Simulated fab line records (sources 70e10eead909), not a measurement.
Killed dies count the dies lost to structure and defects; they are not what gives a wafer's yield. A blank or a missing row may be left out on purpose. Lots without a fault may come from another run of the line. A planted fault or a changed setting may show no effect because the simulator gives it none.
Matching of chambers | flow nand_harc | 4 sister chambers for NHARC_A_SGD_CUT_ETCHBACK_24 on rie_diel-08
The step etches the open film in CH3F/O2, target depth 50 nm, time 92.857 s. 4 wafers are shown with their chamber, then 7 later ones without.

WAFERS PAIRED WITH THEIR CHAMBERS
wafer  | chamber | drypump_motor_current_A (A)
L078.6 | 0       | 5.6
L082.1 | 2       | 5.3
L084.1 | 1       | 5.4
L084.2 | 3       | 6.4

WAFERS MISSING THEIR CHAMBER
wafer  | drypump_motor_current_A (A)
L084.6 | 5.4
L088.4 | 5.4
L088.5 | 5.4
L088.6 | 5.6
L090.2 | 6.3
L090.3 | 5.6
L090.6 | 5.4

THE CHAMBER EACH PASSED THROUGH
wafer  | from the rows above | in truth
L084.6 | 1                   | 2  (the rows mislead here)
L088.4 | 1                   | 1
L088.5 | 1                   | 1
L088.6 | 0                   | 0
L090.2 | 3                   | 3
L090.3 | 0                   | 0
L090.6 | 1                   | 1
Placed correctly: 6 of 7. From these rows, 0 cannot be placed. 1 placed wrongly.
How it was worked out, from the rows above alone: a wafer's distance from a chamber is the root of the sum, over the readings, of the square of ((its reading less the chamber's mean) divided by the reading's scatter). The wafer belongs to the nearest chamber; if the next one is less than 2 further off, it can't be placed. A chamber's mean is the mean of its shown wafers. The scatter (one wafer shown for each chamber): square how far every hidden wafer sits from the nearest shown wafer, average those squares and take the square root.
